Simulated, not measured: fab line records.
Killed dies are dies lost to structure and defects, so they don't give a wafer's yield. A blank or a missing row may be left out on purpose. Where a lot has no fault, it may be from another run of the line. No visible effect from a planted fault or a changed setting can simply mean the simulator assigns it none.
What tool caused it? / flow nand-harc / 12 lots, 36 wafers sampled, at 3 steps of a route of 1302

## WHAT THE GAUGES READ, wafer by wafer
NHARC_A_CHANNEL_HOLE_D1_CD_MEAS_18.
lot=L075; measured=day 9 02:19; on=cd-sem-02; cd-nm (nm)=97.3 99.7 98.9
lot=L077; measured=day 9 17:34; on=cd-sem-02; cd-nm (nm)=100.2 100.3 99.1
lot=L079; measured=day 11 01:59; on=cd-sem-02; cd-nm (nm)=97.7 99.6 99.0
lot=L081; measured=day 11 12:04; on=cd-sem-02; cd-nm (nm)=102.2 97.9 100.1
lot=L083; measured=day 12 12:53; on=cd-sem-01; cd-nm (nm)=101.6 100.8 95.2
lot=L084; measured=day 13 00:42; on=cd-sem-01; cd-nm (nm)=99.4 95.2 96.9
lot=L087; measured=day 13 15:58; on=cd-sem-01; cd-nm (nm)=104.3 99.0 102.3
lot=L089; measured=day 14 18:53; on=cd-sem-03; cd-nm (nm)=101.1 98.2 99.6
lot=L091; measured=day 15 21:22; on=cd-sem-01; cd-nm (nm)=100.7 95.8 98.4
lot=L093; measured=day 16 12:14; on=cd-sem-02; cd-nm (nm)=99.9 101.1 94.2
lot=L094; measured=day 17 08:29; on=cd-sem-01; cd-nm (nm)=99.9 98.2 100.6
lot=L097; measured=day 18 10:23; on=cd-sem-02; cd-nm (nm)=99.5 98.8 100.3

## TOOL THAT RAN EACH LOT (tool first, then ch and the chambers of the sampled wafers, then the start)
lot=L075; NHARC_P_M2_ANNEAL_31=rtp-anneal-02 ch 0, day 6 22:27; NHARC_P_BONDPAD_DESCUM_11=rie-diel-12 ch 0,1, day 7 01:05
lot=L077; NHARC_P_M2_ANNEAL_31=rtp-anneal-02 ch 0, day 7 17:55; NHARC_P_BONDPAD_DESCUM_11=rie-diel-08 ch 0,1,3, day 7 20:43
lot=L079; NHARC_P_M2_ANNEAL_31=rtp-anneal-01 ch 0, day 8 20:23; NHARC_P_BONDPAD_DESCUM_11=rie-diel-12 ch 0,3, day 8 23:09
lot=L081; NHARC_P_M2_ANNEAL_31=rtp-anneal-02 ch 0, day 9 10:38; NHARC_P_BONDPAD_DESCUM_11=rie-diel-12 ch 2,3, day 9 13:29
lot=L083; NHARC_P_M2_ANNEAL_31=rtp-anneal-02 ch 0, day 10 12:29; NHARC_P_BONDPAD_DESCUM_11=rie-diel-12 ch 0,1,3, day 10 15:17
lot=L084; NHARC_P_M2_ANNEAL_31=rtp-anneal-01 ch 0, day 11 04:46; NHARC_P_BONDPAD_DESCUM_11=rie-diel-08 ch 2,3, day 11 07:17
lot=L087; NHARC_P_M2_ANNEAL_31=rtp-anneal-02 ch 0, day 11 20:25; NHARC_P_BONDPAD_DESCUM_11=rie-diel-08 ch 0,1, day 11 23:22
lot=L089; NHARC_P_M2_ANNEAL_31=rtp-anneal-02 ch 0, day 12 18:37; NHARC_P_BONDPAD_DESCUM_11=rie-diel-12 ch 1,2, day 12 21:25
lot=L091; NHARC_P_M2_ANNEAL_31=rtp-anneal-02 ch 0, day 13 17:53; NHARC_P_BONDPAD_DESCUM_11=rie-diel-08 ch 0,2,3, day 13 20:40
lot=L093; NHARC_P_M2_ANNEAL_31=rtp-anneal-01 ch 0, day 14 09:37; NHARC_P_BONDPAD_DESCUM_11=rie-diel-12 ch 0,1,2, day 14 12:16
lot=L094; NHARC_P_M2_ANNEAL_31=rtp-anneal-02 ch 0, day 15 07:40; NHARC_P_BONDPAD_DESCUM_11=rie-diel-05 ch 0,2,3, day 15 10:30
lot=L097; NHARC_P_M2_ANNEAL_31=rtp-anneal-02 ch 0, day 16 10:32; NHARC_P_BONDPAD_DESCUM_11=rie-diel-12 ch 2,3, day 16 13:17
- NHARC_P_M2_ANNEAL_31: time 90 s.
- NHARC_P_BONDPAD_DESCUM_11: chemistry O2, time 3 s.

## THE ANSWER, worked out from the rows above alone
Rule: the lots themselves supply what counts as usual. Put in order of their means at a reading, lots are off if they are a third of the lots or fewer, leave a main group of 4 or more, and stand apart from it by a gap of 3 or more times the standard deviation of the main group's means; of several such gaps the widest counts. Not used: any main group whose means are identical at the precision the tables above print for the reading. Also off: a lot with no number at a reading for which 4 or more lots have one. Where the step has rows for the other lots, those lots are counted as sound.
Nothing can be told from this: no lot is off at any reading shown.

## WHAT THE SIMULATOR HAD INSERTED
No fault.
